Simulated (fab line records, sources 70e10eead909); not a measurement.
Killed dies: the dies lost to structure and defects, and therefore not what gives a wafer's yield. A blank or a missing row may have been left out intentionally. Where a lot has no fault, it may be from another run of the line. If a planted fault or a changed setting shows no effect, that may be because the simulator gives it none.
Matching of chambers	flow nandHarc	NHARC_P_M2_CMP_23 on cmp-02 has 4 sister chambers
The step polishes, t overpolish 20 s, target thk 144.3 nm. 4 wafers are shown with their chamber, then 8 later ones without.

## WAFERS WITH THEIR CHAMBER
wafer	chamber	motorCurrentA (A)
L082.5	1	12.7
L084.2	2	12.8
L084.3	0	11.8
L087.1	3	12.1

## WAFERS MISSING THEIR CHAMBER
wafer	motorCurrentA (A)
L087.5	12.4
L087.6	12.5
L092.2	13.1
L092.3	11.9
L092.4	12.2
L094.1	13.2
L094.3	12.7
L094.4	12.1

## THE CHAMBER EACH PASSED THROUGH
wafer	from the rows above	in truth
L087.5	can't be placed: 1 or 3 or 2 or 0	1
L087.6	can't be placed: 1 or 2 or 3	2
L092.2	can't be placed: 2 or 1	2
L092.3	can't be placed: 0 or 3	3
L092.4	can't be placed: 3 or 0 or 1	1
L094.1	can't be placed: 2 or 1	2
L094.3	can't be placed: 1 or 2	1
L094.4	can't be placed: 3 or 0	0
0 of 8 placed correctly. Not placeable from these rows: 8 (in 8, the candidates include the true chamber). Placed wrongly: 0.
How it was worked out, from the rows above alone: a wafer's distance from a chamber is the root of the sum, over the readings, of the square of ((its reading less the chamber's mean) divided by the reading's scatter). If the next closest chamber is less than 2 further off than the closest, the wafer can't be placed; otherwise it belongs to the closest. A chamber's mean is the mean of its shown wafers. The scatter (one wafer shown for each chamber): square how far every hidden wafer sits from the nearest shown wafer, average those squares and take the square root.
